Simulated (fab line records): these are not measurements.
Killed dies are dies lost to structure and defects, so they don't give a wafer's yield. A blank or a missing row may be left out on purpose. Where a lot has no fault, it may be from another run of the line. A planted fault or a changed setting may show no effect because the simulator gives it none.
Chamber matching    flow n5 finfet    ald metal-04 running N5_HKMG_FIN_ALD_21: 4 sister chambers
The step deposits TiN, target thk 1.5 nm, pulse time 1 s, purge time 3 s. 4 wafers are shown with their chamber, then 7 later ones without.

== EACH WAFER AND ITS CHAMBER ==
wafer   chamber  heater power w (W)
L078.6  1        961
L082.4  2        872
L089.1  3        898
L089.3  0        809

== WAFERS WITH NO CHAMBER GIVEN ==
wafer   heater power w (W)
L089.4  867
L093.3  949
L093.4  929
L093.5  806
L094.1  934
L094.4  911
L094.6  822

== THE CHAMBER EACH PASSED THROUGH ==
wafer   from the rows above           in truth
L089.4  can't be placed: 2 or 3       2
L093.3  1                             1
L093.4  can't be placed: 3 or 1 or 2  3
L093.5  0                             0
L094.1  can't be placed: 1 or 3 or 2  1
L094.4  can't be placed: 3 or 2       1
L094.6  0                             0
Correctly placed: 3 of 7. Cannot be placed on the basis of these rows: 4; the candidates contain the true chamber in 3. Number placed wrongly: 0.
How it was worked out, from the rows above alone: a wafer's distance from a chamber is the root of the sum, over the readings, of the square of ((its reading less the chamber's mean) divided by the reading's scatter). The wafer belongs to the nearest chamber; if the next one is less than 2 further off, it can't be placed. The mean given for a chamber averages the wafers shown for that chamber. The scatter (one wafer shown for each chamber): square how far every hidden wafer sits from the nearest shown wafer, average those squares and take the square root.
